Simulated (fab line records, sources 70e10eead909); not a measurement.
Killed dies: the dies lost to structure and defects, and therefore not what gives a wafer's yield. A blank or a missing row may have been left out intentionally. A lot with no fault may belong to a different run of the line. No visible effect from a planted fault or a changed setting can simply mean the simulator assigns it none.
Which of the tools did it? / flow nand harc / 13 lots with 39 wafers sampled at 5 steps, on a route of 1159 steps

== WHAT THE GAUGES READ, wafer by wafer ==
NHARC_THIN_TSV_CD_MEAS_16.
lot=L902; measured=day 19 07:01; on=cd sem-03; cd nm (nm)=1000.6 998.0 998.6
lot=L903; measured=day 18 23:11; on=cd sem-02; cd nm (nm)=1000.7 1001.5 1001.0
lot=L904; measured=day 19 01:35; on=cd sem-03; cd nm (nm)=996.7 999.2 999.1
lot=L905; measured=day 19 00:26; on=cd sem-02; cd nm (nm)=998.8 999.4 1000.4
lot=L908; measured=day 20 12:27; on=cd sem-01; cd nm (nm)=999.0 1002.8 998.3
lot=L906; measured=day 20 02:40; on=cd sem-02; cd nm (nm)=996.9 999.3 999.1
lot=L909; measured=day 21 07:53; on=cd sem-01; cd nm (nm)=998.4 998.5 999.2
lot=L911; measured=day 21 14:26; on=cd sem-02; cd nm (nm)=999.2 998.1 997.2
lot=L915; measured=day 22 16:09; on=cd sem-01; cd nm (nm)=999.5 999.5 999.2
lot=L913; measured=day 22 17:31; on=cd sem-01; cd nm (nm)=999.5 997.2
lot=L916; measured=day 23 00:58; on=cd sem-01; cd nm (nm)=1002.6 999.9 999.9
lot=L923; measured=day 24 07:08; on=cd sem-01; cd nm (nm)=999.9 1000.1 997.8
lot=L922; measured=day 24 11:04; on=cd sem-01; cd nm (nm)=1000.3 999.8 998.0

NHARC_END_SORT_01.
lot=L913; measured=day 23 13:31; on=prober-02; killed at array=46 673 38; killed at other=0 1 1; killed at periphery=1 3 2; killed dies=47 677 41; killed open=5 3 5; killed short=2 3 1

== WHICH TOOL RAN EACH LOT (tool, then ch and the chambers of the sampled wafers, then the start) ==
lot=L902; NHARC_A_CHANNEL_HOLE_D1_DEP_01=pecvd-02 ch 0,1, day 8 21:47; NHARC_THIN_TSV_PVD_19=pvd sputter-02, day 19 12:58 or earlier; NHARC_THIN_TSV_STRIP_56=plasma asher-01 ch 0,1, day 19 12:58
lot=L903; NHARC_A_CHANNEL_HOLE_D1_DEP_01=pecvd-04 ch 0,2, day 8 22:37; NHARC_THIN_TSV_PVD_19=pvd sputter-03, day 19 05:15 or earlier; NHARC_THIN_TSV_STRIP_56=plasma asher-02 ch 0,1, day 19 05:15
lot=L904; NHARC_A_CHANNEL_HOLE_D1_DEP_01=pecvd-02 ch 1,2, day 9 05:56; NHARC_THIN_TSV_PVD_19=pvd sputter-01, day 19 07:40 or earlier; NHARC_THIN_TSV_STRIP_56=plasma asher-02 ch 0,1, day 19 07:40
lot=L905; NHARC_A_CHANNEL_HOLE_D1_DEP_01=pecvd-01 ch 0,1,2, day 9 05:58; NHARC_THIN_TSV_PVD_19=pvd sputter-01, day 19 06:29 or earlier; NHARC_THIN_TSV_STRIP_56=plasma asher-01 ch 0,1, day 19 06:29
lot=L908; NHARC_A_CHANNEL_HOLE_D1_DEP_01=pecvd-01 ch 1,2, day 10 02:34; NHARC_THIN_TSV_PVD_19=pvd sputter-01, day 20 18:16 or earlier; NHARC_THIN_TSV_STRIP_56=plasma asher-01 ch 0, day 20 18:16
lot=L906; NHARC_A_CHANNEL_HOLE_D1_DEP_01=pecvd-02 ch 0,2, day 10 03:30; NHARC_THIN_TSV_PVD_19=pvd sputter-01, day 20 08:14 or earlier; NHARC_THIN_TSV_STRIP_56=plasma asher-02 ch 0,1, day 20 08:14
lot=L909; NHARC_A_CHANNEL_HOLE_D1_DEP_01=pecvd-01 ch 0,1,2, day 10 13:59; NHARC_THIN_TSV_PVD_19=pvd sputter-02, day 21 13:46 or earlier; NHARC_THIN_TSV_STRIP_56=plasma asher-01 ch 0,1, day 21 13:46
lot=L911; NHARC_A_CHANNEL_HOLE_D1_DEP_01=pecvd-04 ch 0,2, day 11 07:47; NHARC_THIN_TSV_PVD_19=pvd sputter-03, day 21 19:58 or earlier; NHARC_THIN_TSV_STRIP_56=plasma asher-01 ch 0, day 21 19:58
lot=L915; NHARC_A_CHANNEL_HOLE_D1_DEP_01=pecvd-04 ch 0,2, day 12 00:11; NHARC_THIN_TSV_PVD_19=pvd sputter-03, day 22 21:52 or earlier; NHARC_THIN_TSV_STRIP_56=plasma asher-02 ch 0,1, day 22 21:52
lot=L913; NHARC_A_CHANNEL_HOLE_D1_DEP_01=pecvd-04 ch 0,1, day 12 01:37; NHARC_THIN_TSV_PVD_19=pvd sputter-02, day 22 23:16 or earlier; NHARC_THIN_TSV_STRIP_56=plasma asher-01 ch 1, day 22 23:16
lot=L916; NHARC_A_CHANNEL_HOLE_D1_DEP_01=pecvd-01 ch 1,2, day 12 05:43; NHARC_THIN_TSV_PVD_19=pvd sputter-01, day 23 06:55 or earlier; NHARC_THIN_TSV_STRIP_56=plasma asher-01 ch 0,1, day 23 06:55
lot=L923; NHARC_A_CHANNEL_HOLE_D1_DEP_01=pecvd-02 ch 0,1, day 13 14:52; NHARC_THIN_TSV_PVD_19=pvd sputter-02, day 24 12:51 or earlier; NHARC_THIN_TSV_STRIP_56=plasma asher-02 ch 0,1, day 24 12:51
lot=L922; NHARC_A_CHANNEL_HOLE_D1_DEP_01=pecvd-01 ch 0,1,2, day 13 16:46; NHARC_THIN_TSV_PVD_19=pvd sputter-03, day 24 17:01 or earlier; NHARC_THIN_TSV_STRIP_56=plasma asher-02 ch 0,1, day 24 17:01
- NHARC_A_CHANNEL_HOLE_D1_DEP_01: deposits SiON, target thk 140 nm.
- NHARC_THIN_TSV_PVD_19: deposits TaN, target thk 20 nm.
- NHARC_THIN_TSV_STRIP_56: strips in O2.

== WHAT THE TOOLS THEMSELVES READ (means of the sampled wafers that have a number; where no wafer has one, the mark that the record gives instead) ==
NHARC_A_CHANNEL_HOLE_D1_DEP_01.
lot=L902; tool=pecvd-02; heater power w (W)=773
lot=L903; tool=pecvd-04; heater power w (W)=677
lot=L904; tool=pecvd-02; heater power w (W)=735
lot=L905; tool=pecvd-01; heater power w (W)=781
lot=L908; tool=pecvd-01; heater power w (W)=801
lot=L906; tool=pecvd-02; heater power w (W)=785
lot=L909; tool=pecvd-01; heater power w (W)=813
lot=L911; tool=pecvd-04; heater power w (W)=695
lot=L915; tool=pecvd-04; heater power w (W)=647
lot=L913; tool=pecvd-04; heater power w (W)=743
lot=L916; tool=pecvd-01; heater power w (W)=827
lot=L923; tool=pecvd-02; heater power w (W)=755
lot=L922; tool=pecvd-01; heater power w (W)=835

NHARC_THIN_TSV_PVD_19.
lot=L902; tool=pvd sputter-02; throttle valve pct (%)=29.5
lot=L903; tool=pvd sputter-03; throttle valve pct (%)=29.6
lot=L904; tool=pvd sputter-01; throttle valve pct (%)=31.0
lot=L905; tool=pvd sputter-01; throttle valve pct (%)=30.7
lot=L908; tool=pvd sputter-01; throttle valve pct (%)=31.1
lot=L906; tool=pvd sputter-01; throttle valve pct (%)=30.1
lot=L909; tool=pvd sputter-02; throttle valve pct (%)=28.6
lot=L911; tool=pvd sputter-03; throttle valve pct (%)=30.4
lot=L915; tool=pvd sputter-03; throttle valve pct (%)=30.3
lot=L913; tool=pvd sputter-02; throttle valve pct (%)=29.2
lot=L916; tool=pvd sputter-01; throttle valve pct (%)=31.0
lot=L923; tool=pvd sputter-02; throttle valve pct (%)=28.6
lot=L922; tool=pvd sputter-03; throttle valve pct (%)=30.5

NHARC_THIN_TSV_STRIP_56.
lot=L902; tool=plasma asher-01; drypump motor current A (A)=5.6; heater power w (W)=329
lot=L903; tool=plasma asher-02; drypump motor current A (A)=5.6; heater power w (W)=318
lot=L904; tool=plasma asher-02; drypump motor current A (A)=6.0; heater power w (W)=327
lot=L905; tool=plasma asher-01; drypump motor current A (A)=5.6; heater power w (W)=330
lot=L908; tool=plasma asher-01; drypump motor current A (A)=5.4; heater power w (W)=334
lot=L906; tool=plasma asher-02; drypump motor current A (A)=6.0; heater power w (W)=329
lot=L909; tool=plasma asher-01; drypump motor current A (A)=5.7; heater power w (W)=335
lot=L911; tool=plasma asher-01; drypump motor current A (A)=5.4; heater power w (W)=328
lot=L915; tool=plasma asher-02; drypump motor current A (A)=5.6; heater power w (W)=318
lot=L913; tool=plasma asher-01; drypump motor current A (A)=6.1; heater power w (W)=346
lot=L916; tool=plasma asher-01; drypump motor current A (A)=5.8; heater power w (W)=345
lot=L923; tool=plasma asher-02; drypump motor current A (A)=5.6; heater power w (W)=319
lot=L922; tool=plasma asher-02; drypump motor current A (A)=6.0; heater power w (W)=338

== THE ANSWER, worked out from the rows above alone ==
Rule: the usual values come from the lots themselves. The widest of any qualifying gaps counts: lots, ordered by their means at a reading, are off when they make up no more than a third of the lots, leave a main group of 4 or more, and stand apart from it by 3 or more times the standard deviation of that group's means. If all means in a main group match to the digits the tables above print for the reading, that group is not used. A lot without any number at a reading at which 4 lots or more have one is off too. Where the step has rows for the other lots, those lots are counted as sound. After the gauges, taken in route order, come the tools' own readings; for these a lot's mean is taken, as printed above. The first step at which some lot is off is used, and at that step the reading that is off furthest; a lot without a number counts as furthest.
No lot is off on any of the readings shown, so nothing can be concluded from this.

== WHAT THE SIMULATOR HAD PUT IN ==
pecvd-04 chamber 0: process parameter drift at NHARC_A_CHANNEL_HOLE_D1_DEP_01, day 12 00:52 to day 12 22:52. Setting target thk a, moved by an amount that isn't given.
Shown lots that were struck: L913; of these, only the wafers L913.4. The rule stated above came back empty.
